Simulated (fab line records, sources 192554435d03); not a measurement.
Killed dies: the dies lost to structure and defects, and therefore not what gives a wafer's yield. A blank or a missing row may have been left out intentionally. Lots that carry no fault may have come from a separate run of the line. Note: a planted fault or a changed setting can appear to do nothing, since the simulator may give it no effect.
Matching of chambers :: flow n5_finfet :: N5_BEOL_M3_ETCH_74 on rie_diel-06: 4 sister chambers
The step etches underlayer in N2/H2, target depth 6.5 nm, time 5.2 s. 8 wafers are shown with their chamber, then 12 later ones without.

## WAFERS WITH THEIR CHAMBER
wafer: L091.5
chamber: 1
showerhead_plenum_p_Torr (Torr): 2.40
drypump_motor_current_A (A): 5.6

wafer: L092.4
chamber: 1
showerhead_plenum_p_Torr (Torr): 2.40
drypump_motor_current_A (A): 5.7

wafer: L093.2
chamber: 0
showerhead_plenum_p_Torr (Torr): 2.48
drypump_motor_current_A (A): 4.9

wafer: L093.4
chamber: 3
showerhead_plenum_p_Torr (Torr): 2.42
drypump_motor_current_A (A): 5.4

wafer: L093.6
chamber: 2
showerhead_plenum_p_Torr (Torr): 2.63
drypump_motor_current_A (A): 5.2

wafer: L094.1
chamber: 0
showerhead_plenum_p_Torr (Torr): 2.48
drypump_motor_current_A (A): 4.9

wafer: L094.2
chamber: 2
showerhead_plenum_p_Torr (Torr): 2.62
drypump_motor_current_A (A): 5.2

wafer: L094.3
chamber: 3
showerhead_plenum_p_Torr (Torr): 2.42
drypump_motor_current_A (A): 5.4

## WAFERS WHOSE CHAMBER IS MISSING
wafer: L094.4
showerhead_plenum_p_Torr (Torr): 2.40
drypump_motor_current_A (A): 5.7

wafer: L094.5
showerhead_plenum_p_Torr (Torr): 2.63
drypump_motor_current_A (A): 5.2

wafer: L094.6
showerhead_plenum_p_Torr (Torr): 2.42
drypump_motor_current_A (A): 5.3

wafer: L095.2
showerhead_plenum_p_Torr (Torr): 2.63
drypump_motor_current_A (A): 5.2

wafer: L095.5
showerhead_plenum_p_Torr (Torr): 2.48
drypump_motor_current_A (A): 4.9

wafer: L095.6
showerhead_plenum_p_Torr (Torr): 2.40
drypump_motor_current_A (A): 5.6

wafer: L096.2
showerhead_plenum_p_Torr (Torr): 2.39
drypump_motor_current_A (A): 5.7

wafer: L096.5
showerhead_plenum_p_Torr (Torr): 2.48
drypump_motor_current_A (A): 4.9

wafer: L096.6
showerhead_plenum_p_Torr (Torr): 2.39
drypump_motor_current_A (A): 5.7

wafer: L097.1
showerhead_plenum_p_Torr (Torr): 2.42
drypump_motor_current_A (A): 5.3

wafer: L097.5
showerhead_plenum_p_Torr (Torr): 2.62
drypump_motor_current_A (A): 5.2

wafer: L097.6
showerhead_plenum_p_Torr (Torr): 2.39
drypump_motor_current_A (A): 5.7

## THE CHAMBER EACH PASSED THROUGH
wafer: L094.4
from the rows above: 1
in truth: 1

wafer: L094.5
from the rows above: 2
in truth: 2

wafer: L094.6
from the rows above: 3
in truth: 3

wafer: L095.2
from the rows above: 2
in truth: 2

wafer: L095.5
from the rows above: 0
in truth: 0

wafer: L095.6
from the rows above: 1
in truth: 1

wafer: L096.2
from the rows above: 1
in truth: 1

wafer: L096.5
from the rows above: 0
in truth: 0

wafer: L096.6
from the rows above: 1
in truth: 1

wafer: L097.1
from the rows above: 3
in truth: 3

wafer: L097.5
from the rows above: 2
in truth: 2

wafer: L097.6
from the rows above: 1
in truth: 1
Correctly placed: 12 of 12. From these rows, 0 cannot be placed. Wrongly placed: 0.
How it was worked out, from the rows above alone: a wafer's distance from a chamber is the root of the sum, over the readings, of the square of ((its reading less the chamber's mean) divided by the reading's scatter). If the next closest chamber is less than 2 further off than the closest, the wafer can't be placed; otherwise it belongs to the closest. For every chamber, the mean is computed from those of its wafers that are shown. The scatter: take each reading less its chamber's mean, square it, sum over the shown wafers, divide by the number of wafers less the number of chambers, and take the root.
